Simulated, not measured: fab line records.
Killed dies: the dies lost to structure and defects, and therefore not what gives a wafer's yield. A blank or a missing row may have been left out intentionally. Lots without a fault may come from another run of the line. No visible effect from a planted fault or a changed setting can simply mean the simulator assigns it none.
Which of the tools did it? ; flow nand_harc ; 24 lots, 72 wafers sampled, at 6 steps of a route of 1159

## WHAT THE GAUGES SHOWED, per wafer
NHARC_A_SGD_CUT_OVL_MEAS_10.
lot;measured;on;overlay_x_nm (nm);overlay_y_nm (nm)
L074;day 13 19:42;overlay-02;0.7 1.1 0.3;-1.1 -0.8 -0.8
L077;day 14 12:58;overlay-01;-0.6 -0.2 0.1;-0.7 -0.5 0.1
L075;day 14 13:01;overlay-02;-0.7 -0.6 -0.3;-0.5 -0.8 -0.6
L076;day 14 19:35;overlay-02;0.5 0.4 0.0;1.2 1.5 1.1
L080;day 15 01:08;overlay-01;1.3 1.1 1.0;2.3 2.0 2.5
L079;day 14 19:38;overlay-01;-0.2 -0.8 -0.5;-0.8 -1.1 -0.8
L078;day 15 00:48;overlay-01;1.9 1.6 1.1;0.9 1.5 1.1
L081;day 15 07:58;overlay-01;0.5 0.7 0.9;-0.3 -0.7 -1.5
L083;day 15 23:58;overlay-02;-0.6 0.1 0.0;0.4 0.0 0.4
L082;day 16 00:20;overlay-01;-1.4 -1.9 -1.6;1.4 0.7 0.7
L084;day 16 13:39;overlay-01;0.7 0.9 0.9;0.5 0.6 1.4
L085;day 16 13:30;overlay-02;-0.8 -0.6 -0.7;0.2 0.6 0.3
L086;day 17 02:22;overlay-01;1.4 1.0 1.4;0.9 0.7 1.1
L087;day 17 02:13;overlay-02;0.0 0.2 0.5;-0.2 -0.3 0.3
L088;day 17 03:13;overlay-02;-0.7 0.0 0.0;1.1 1.4 1.3
L090;day 17 12:46;overlay-02;-0.8 -1.0 -0.3;0.2 0.7 0.0
L089;day 17 12:55;overlay-02;-0.5 -0.6 -0.5;1.3 1.5 0.9
L091;day 18 03:02;overlay-01;0.2 0.0 0.3;-0.9 -0.6 -0.6
L092;day 18 02:53;overlay-01;1.2 0.8 1.1;-0.8 -1.3 -1.0
L093;day 18 05:42;overlay-01;1.1 1.6 1.2;0.0 -0.5 -0.7
L094;day 18 23:53;overlay-01;-0.6 -1.5 -0.6;0.4 0.3 -0.4
L095;day 18 23:42;overlay-02;1.8 1.5 1.7;-0.2 -0.4 0.4
L097;day 18 23:16;overlay-01;-1.1 -0.1 -0.4;0.0 -1.0 -0.4
L096;day 19 11:25;overlay-01;0.4 0.5 0.3;-1.5 -1.2 -1.0

## TOOL THAT RAN EACH LOT (tool first, then ch and the chambers of the sampled wafers, then the start)
lot;NHARC_A_STAIRCASE_DEP_259;NHARC_A_STAIRCASE_ETCH_452;NHARC_A_STAIRCASE_STRIP_316;NHARC_A_STAIRCASE_DEP_322;NHARC_A_STAIRCASE_CMP_152
L074;pecvd-03 ch 0,2, day 11 12:22;rie_diel-08 ch 1,2, day 12 23:14 or earlier;rie_diel-08 ch 0,1, day 12 23:14 or earlier;pecvd-02 ch 0,2, day 12 23:14;cmp-01 ch 0,2,3, day 13 17:07
L077;pecvd-01 ch 0,1, day 12 05:29;rie_diel-02 ch 1,3, day 13 16:17 or earlier;rie_diel-02 ch 0,3, day 13 16:17 or earlier;pecvd-01 ch 0,1,2, day 13 16:17;cmp-01 ch 1,3, day 14 10:22
L075;pecvd-03 ch 0,1,2, day 12 06:05;rie_diel-07 ch 1,2, day 13 16:43 or earlier;rie_diel-07 ch 0,2,3, day 13 16:43 or earlier;pecvd-02 ch 0,1,2, day 13 16:43;cmp-01 ch 0,2,3, day 14 10:33
L076;pecvd-02 ch 0,1,2, day 12 09:51;rie_diel-07 ch 0,2,3, day 13 20:20 or earlier;rie_diel-08 ch 0,2,3, day 13 20:20 or earlier;pecvd-02 ch 0,1, day 13 20:20;cmp-03 ch 0,1,2, day 14 16:55
L080;pecvd-03 ch 0,1,2, day 12 15:23;rie_diel-02 ch 0,1,3, day 14 00:56 or earlier;rie_diel-07 ch 1,2,3, day 14 00:56 or earlier;pecvd-03 ch 1,2, day 14 00:56;cmp-03 ch 0,1,3, day 14 21:46
L079;pecvd-01 ch 0,2, day 12 16:14;rie_diel-07 ch 0,3, day 13 20:20 or earlier;rie_diel-02 ch 0,1, day 13 20:20 or earlier;pecvd-03 ch 0,1,2, day 13 20:20;cmp-01 ch 0,1,2, day 14 17:01
L078;pecvd-01 ch 0,1,2, day 12 19:19;rie_diel-08 ch 0,1, day 14 00:52 or earlier;rie_diel-07 ch 0,1,2, day 14 00:52 or earlier;pecvd-01 ch 0,1,2, day 14 00:52;cmp-02 ch 0,2,3, day 14 21:59
L081;pecvd-01 ch 0,1,2, day 12 23:29;rie_diel-02 ch 1,3, day 14 05:56 or earlier;rie_diel-07 ch 0,2, day 14 05:56 or earlier;pecvd-03 ch 0,1, day 14 05:56;cmp-03 ch 0,2, day 15 05:28
L083;pecvd-01 ch 1,2, day 13 14:52;rie_diel-02 ch 1,2, day 15 03:09 or earlier;rie_diel-02 ch 1,2,3, day 15 03:09 or earlier;pecvd-03 ch 1,2, day 15 03:09;cmp-01 ch 0,1,2, day 15 21:28
L082;pecvd-03 ch 0,2, day 13 17:29;rie_diel-02 ch 0,2, day 15 03:05 or earlier;rie_diel-07 ch 1,3, day 15 03:05 or earlier;pecvd-01 ch 0,1,2, day 15 03:05;cmp-02 ch 0,2, day 15 21:43
L084;pecvd-02 ch 1,2, day 14 01:02;rie_diel-08 ch 0,3, day 15 13:11 or earlier;rie_diel-07 ch 0,1, day 15 13:11 or earlier;pecvd-01 ch 1,2, day 15 13:11;cmp-03 ch 1,2,3, day 16 10:59
L085;pecvd-02 ch 0,1,2, day 14 03:02;rie_diel-08 ch 0,2,3, day 15 13:17 or earlier;rie_diel-02 ch 2,3, day 15 13:17 or earlier;pecvd-03 ch 0,2, day 15 13:17;cmp-01 ch 0,1,2, day 16 10:49
L086;pecvd-02 ch 1,2, day 14 14:41;rie_diel-08 ch 0,2,3, day 15 23:25 or earlier;rie_diel-08 ch 0,1,3, day 15 23:25 or earlier;pecvd-01 ch 1,2, day 15 23:25;cmp-01 ch 1,2,3, day 16 23:40
L087;pecvd-01 ch 1,2, day 14 14:50;rie_diel-07 ch 0,3, day 15 23:25 or earlier;rie_diel-08 ch 1,2,3, day 15 23:25 or earlier;pecvd-02 ch 0,1, day 15 23:25;cmp-02 ch 0,2,3, day 16 23:23
L088;pecvd-03 ch 0,1,2, day 14 20:41;rie_diel-07 ch 1,3, day 16 06:43 or earlier;rie_diel-07 ch 0,1, day 16 06:43 or earlier;pecvd-03 ch 0,1, day 16 06:43;cmp-03 ch 0,1,2, day 16 23:50
L090;pecvd-01 ch 0,2, day 15 06:54;rie_diel-08 ch 0,2,3, day 16 12:58 or earlier;rie_diel-02 ch 1,2, day 16 12:58 or earlier;pecvd-02 ch 0,2, day 16 12:58;cmp-02 ch 0,1, day 17 10:07
L089;pecvd-03 ch 0,2, day 15 09:02;rie_diel-07 ch 0,2,3, day 16 12:55 or earlier;rie_diel-08 ch 1,3, day 16 12:55 or earlier;pecvd-01 ch 0,1, day 16 12:55;cmp-02 ch 1,2,3, day 17 10:20
L091;pecvd-03 ch 0,2, day 15 15:59;rie_diel-08 ch 0,1,3, day 17 02:08 or earlier;rie_diel-07 ch 0,1,2, day 17 02:08 or earlier;pecvd-03 ch 0,1,2, day 17 02:08;cmp-02 ch 0,1,3, day 18 00:21
L092;pecvd-03 ch 0,1,2, day 15 18:17;rie_diel-07 ch 0,1, day 17 02:06 or earlier;rie_diel-02 ch 0,2,3, day 17 02:06 or earlier;pecvd-01 ch 0,1, day 17 02:06;cmp-01 ch 0,1,2, day 18 00:09
L093;pecvd-02 ch 0,1,2, day 16 01:58;rie_diel-08 ch 0,2,3, day 17 09:10 or earlier;rie_diel-08 ch 0,2,3, day 17 09:10 or earlier;pecvd-03 ch 0,1, day 17 09:10;cmp-02 ch 0,3, day 18 03:11
L094;pecvd-03 ch 0,2, day 16 13:10;rie_diel-02 ch 2,3, day 17 19:23 or earlier;rie_diel-02 ch 0,2,3, day 17 19:23 or earlier;pecvd-02 ch 0,1,2, day 17 19:23;cmp-02 ch 0,3, day 18 20:56
L095;pecvd-02 ch 0,1, day 16 15:00;rie_diel-02 ch 1,3, day 17 19:17 or earlier;rie_diel-07 ch 1,2,3, day 17 19:17 or earlier;pecvd-01 ch 0,1, day 17 19:17;cmp-01 ch 0,2,3, day 18 20:48
L097;pecvd-01 ch 0, day 16 15:03;rie_diel-08 ch 1,3, day 17 19:11 or earlier;rie_diel-07 ch 0,1, day 17 19:11 or earlier;pecvd-03 ch 1,2, day 17 19:11;cmp-03 ch 0,2,3, day 18 20:39
L096;pecvd-01 ch 0,1, day 16 21:50;rie_diel-02 ch 1,2,3, day 18 09:44 or earlier;rie_diel-07 ch 0,1,3, day 18 09:44 or earlier;pecvd-02 ch 0,2, day 18 09:44;cmp-01 ch 0,1,3, day 19 08:50
- NHARC_A_STAIRCASE_DEP_259: deposits SiON, target thk 30 nm.
- NHARC_A_STAIRCASE_ETCH_452: etches the open film in CF4/O2, target depth 30 nm, overetch 3 nm, time 16.5 s.
- NHARC_A_STAIRCASE_STRIP_316: strips in O2.
- NHARC_A_STAIRCASE_DEP_322: deposits SiO2, target thk 3800 nm.
- NHARC_A_STAIRCASE_CMP_152: polishes.

## WHAT THE TOOLS THEMSELVES READ (means of the sampled wafers that have a number; where no wafer has one, the mark that the record gives instead)
NHARC_A_STAIRCASE_DEP_259.
lot;tool;heater_power_w (W)
L074;pecvd-03;745
L077;pecvd-01;759
L075;pecvd-03;725
L076;pecvd-02;766
L080;pecvd-03;751
L079;pecvd-01;750
L078;pecvd-01;818
L081;pecvd-01;755
L083;pecvd-01;785
L082;pecvd-03;745
L084;pecvd-02;738
L085;pecvd-02;791
L086;pecvd-02;709
L087;pecvd-01;802
L088;pecvd-03;711
L090;pecvd-01;747
L089;pecvd-03;702
L091;pecvd-03;736
L092;pecvd-03;734
L093;pecvd-02;799
L094;pecvd-03;729
L095;pecvd-02;774
L097;pecvd-01;708
L096;pecvd-01;710

NHARC_A_STAIRCASE_ETCH_452.
lot;tool;chamber_pressure_mTorr (mTorr);drypump_motor_current_A (A);oes_o_777_au (a.u.);oes_product_au (a.u.);rf_vpp_V (V);showerhead_plenum_p_Torr (Torr);throttle_valve_pct (%)
L074;rie_diel-08;30.030;6.4;0.996;1.013;197.2;1.33;13.391
L077;rie_diel-02;30.021;5.3;1.000;0.989;197.6;1.33;13.393
L075;rie_diel-07;30.033;4.9;0.997;0.998;198.2;1.36;13.389
L076;rie_diel-07;30.016;5.2;0.999;0.994;198.4;1.35;13.399
L080;rie_diel-02;30.021;5.4;0.998;0.997;197.9;1.35;13.394
L079;rie_diel-07;29.995;5.4;1.002;0.998;197.7;1.31;13.395
L078;rie_diel-08;30.008;6.2;1.006;1.005;198.9;1.37;13.393
L081;rie_diel-02;30.012;5.3;0.994;0.996;197.7;1.33;13.393
L083;rie_diel-02;29.998;5.5;1.002;1.005;197.3;1.36;13.401
L082;rie_diel-02;29.988;6.0;1.001;1.001;199.2;1.38;13.392
L084;rie_diel-08;29.997;6.2;1.000;1.005;199.0;1.37;13.401
L085;rie_diel-08;29.979;6.2;1.000;0.997;197.4;1.33;13.403
L086;rie_diel-08;30.041;6.2;1.005;1.006;196.5;1.33;13.396
L087;rie_diel-07;30.017;5.5;0.999;0.986;197.1;1.31;13.394
L088;rie_diel-07;30.004;5.1;1.003;0.990;197.1;1.32;13.395
L090;rie_diel-08;30.016;6.2;1.000;1.006;197.2;1.33;13.404
L089;rie_diel-07;29.995;5.2;1.002;0.995;198.4;1.34;13.389
L091;rie_diel-08;29.975;6.3;1.005;1.006;199.1;1.37;13.390
L092;rie_diel-07;29.991;4.7;0.997;0.993;200.0;1.41;13.395
L093;rie_diel-08;29.985;6.2;0.999;1.005;197.3;1.33;13.396
L094;rie_diel-02;29.989;5.7;1.004;0.998;198.3;1.41;13.402
L095;rie_diel-02;30.023;5.3;0.999;1.001;199.0;1.39;13.396
L097;rie_diel-08;29.974;6.4;1.002;1.011;197.8;1.36;13.395
L096;rie_diel-02;29.969;5.6;1.002;1.003;198.3;1.38;13.405

NHARC_A_STAIRCASE_STRIP_316.
lot;tool;chamber_pressure_mTorr (mTorr);drypump_motor_current_A (A);oes_product_au (a.u.);rf_vpp_V (V);showerhead_plenum_p_Torr (Torr);throttle_valve_pct (%)
L074;rie_diel-08;59.98;6.1;0.995;59.2;3.64;17.040
L077;rie_diel-02;60.03;5.6;1.000;58.6;3.62;17.028
L075;rie_diel-07;60.02;5.2;1.002;58.4;3.56;17.028
L076;rie_diel-08;60.03;6.2;1.001;58.4;3.53;17.032
L080;rie_diel-07;60.01;5.2;0.988;57.1;3.48;17.045
L079;rie_diel-02;60.04;5.4;0.998;58.5;3.67;17.040
L078;rie_diel-07;59.99;4.9;0.997;58.5;3.64;17.033
L081;rie_diel-07;60.07;5.0;1.001;58.3;3.63;17.039
L083;rie_diel-02;59.97;5.7;1.002;57.6;3.49;17.035
L082;rie_diel-07;59.95;5.5;0.997;57.3;3.40;17.039
L084;rie_diel-07;60.00;4.7;0.998;57.0;3.72;17.037
L085;rie_diel-02;60.00;5.7;0.994;57.1;3.37;17.045
L086;rie_diel-08;60.01;6.3;0.998;58.2;3.62;17.036
L087;rie_diel-08;60.06;6.4;1.012;58.1;3.51;17.047
L088;rie_diel-07;59.98;4.7;1.006;58.3;3.72;17.039
L090;rie_diel-02;60.01;5.6;0.998;57.4;3.59;17.030
L089;rie_diel-08;59.95;6.4;1.005;58.4;3.60;17.040
L091;rie_diel-07;59.98;4.9;1.002;58.1;3.63;17.034
L092;rie_diel-02;60.05;5.8;0.996;58.0;3.71;17.040
L093;rie_diel-08;59.96;6.2;1.000;57.4;3.51;17.037
L094;rie_diel-02;60.02;5.8;0.997;59.0;3.70;17.034
L095;rie_diel-07;60.04;5.2;0.984;57.3;3.46;17.042
L097;rie_diel-07;59.96;4.8;0.995;58.4;3.71;17.036
L096;rie_diel-07;59.99;5.1;1.004;57.7;3.55;17.037

NHARC_A_STAIRCASE_DEP_322.
lot;tool;heater_power_w (W)
L074;pecvd-02;665
L077;pecvd-01;685
L075;pecvd-02;643
L076;pecvd-02;728
L080;pecvd-03;631
L079;pecvd-03;610
L078;pecvd-01;640
L081;pecvd-03;635
L083;pecvd-03;640
L082;pecvd-01;664
L084;pecvd-01;733
L085;pecvd-03;625
L086;pecvd-01;680
L087;pecvd-02;709
L088;pecvd-03;614
L090;pecvd-02;723
L089;pecvd-01;614
L091;pecvd-03;621
L092;pecvd-01;601
L093;pecvd-03;646
L094;pecvd-02;705
L095;pecvd-01;675
L097;pecvd-03;629
L096;pecvd-02;729

NHARC_A_STAIRCASE_CMP_152.
lot;tool;motor_current_A (A)
L074;cmp-01;10.8
L077;cmp-01;10.7
L075;cmp-01;11.3
L076;cmp-03;12.2
L080;cmp-03;12.5
L079;cmp-01;11.1
L078;cmp-02;12.4
L081;cmp-03;12.2
L083;cmp-01;11.0
L082;cmp-02;11.9
L084;cmp-03;11.9
L085;cmp-01;11.2
L086;cmp-01;10.6
L087;cmp-02;12.3
L088;cmp-03;12.2
L090;cmp-02;12.2
L089;cmp-02;12.4
L091;cmp-02;12.3
L092;cmp-01;11.1
L093;cmp-02;12.7
L094;cmp-02;12.4
L095;cmp-01;11.2
L097;cmp-03;12.0
L096;cmp-01;11.4

## THE ANSWER, worked out from the rows above alone
Rule: the lots themselves supply what counts as usual. The widest of any qualifying gaps counts: lots, ordered by their means at a reading, are off when they make up no more than a third of the lots, leave a main group of 4 or more, and stand apart from it by 3 or more times the standard deviation of that group's means. The tables above print the reading to a certain number of digits; a main group whose means all agree to those digits is not used. Also off: a lot with no number at a reading for which 4 or more lots have one. All remaining lots with rows at the step are treated as sound. Order of review: gauges by route order, followed by the tools' own readings, for which a lot's mean as printed above is used. At the first step where some lot is off, the reading lying furthest off is the one used; lots without a number count as furthest.
None of the lots is off at any reading shown; this tells nothing.

## WHAT THE SIMULATOR HAD PUT IN
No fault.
